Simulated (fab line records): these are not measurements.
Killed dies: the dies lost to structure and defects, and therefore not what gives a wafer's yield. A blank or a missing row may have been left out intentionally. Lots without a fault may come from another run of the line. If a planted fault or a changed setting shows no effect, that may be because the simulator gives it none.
Matching of chambers + flow n5Finfet + N5_BEOL_M15_ETCH_61 on rieDiel-04: 4 sister chambers
The step etches BARC in N2/H2, target depth 89 nm, overetch 26.7 nm, time 67.9 s. 8 wafers are shown with their chamber, then 6 later ones without.

WAFERS, EACH WITH ITS CHAMBER
| wafer  | chamber | drypumpMotorCurrentA (A) | showerheadPlenumPTorr (Torr) |
|--------|---------|--------------------------|------------------------------|
| L582.2 | 0       | 5.1                      | 2.55                         |
| L582.3 | 3       | 5.3                      | 2.57                         |
| L590.4 | 2       | 5.0                      | 2.44                         |
| L590.5 | 1       | 6.2                      | 2.63                         |
| L590.6 | 2       | 5.0                      | 2.44                         |
| L592.1 | 1       | 6.1                      | 2.63                         |
| L592.5 | 0       | 5.1                      | 2.54                         |
| L592.6 | 3       | 5.3                      | 2.56                         |

WAFERS WHOSE CHAMBER IS MISSING
| wafer  | drypumpMotorCurrentA (A) | showerheadPlenumPTorr (Torr) |
|--------|--------------------------|------------------------------|
| L595.1 | 5.2                      | 2.53                         |
| L595.2 | 5.0                      | 2.43                         |
| L595.6 | 6.1                      | 2.62                         |
| L600.1 | 5.3                      | 2.56                         |
| L600.3 | 5.1                      | 2.53                         |
| L600.6 | 5.3                      | 2.55                         |

CHAMBER TAKEN BY EACH
| wafer  | from the rows above | in truth |
|--------|---------------------|----------|
| L595.1 | 0                   | 0        |
| L595.2 | 2                   | 2        |
| L595.6 | 1                   | 1        |
| L600.1 | 3                   | 3        |
| L600.3 | 0                   | 0        |
| L600.6 | 3                   | 3        |
6 of 6 placed correctly. Number that these rows cannot place: 0. Placed wrongly: 0.
How it was worked out, from the rows above alone: a wafer's distance from a chamber is the root of the sum, over the readings, of the square of ((its reading less the chamber's mean) divided by the reading's scatter). The wafer belongs to the nearest chamber; if the next one is less than 2 further off, it can't be placed. For every chamber, the mean is computed from those of its wafers that are shown. The scatter: the root of (the sum of the squares of (reading less its chamber's mean) over the shown wafers, divided by (wafers less chambers)).
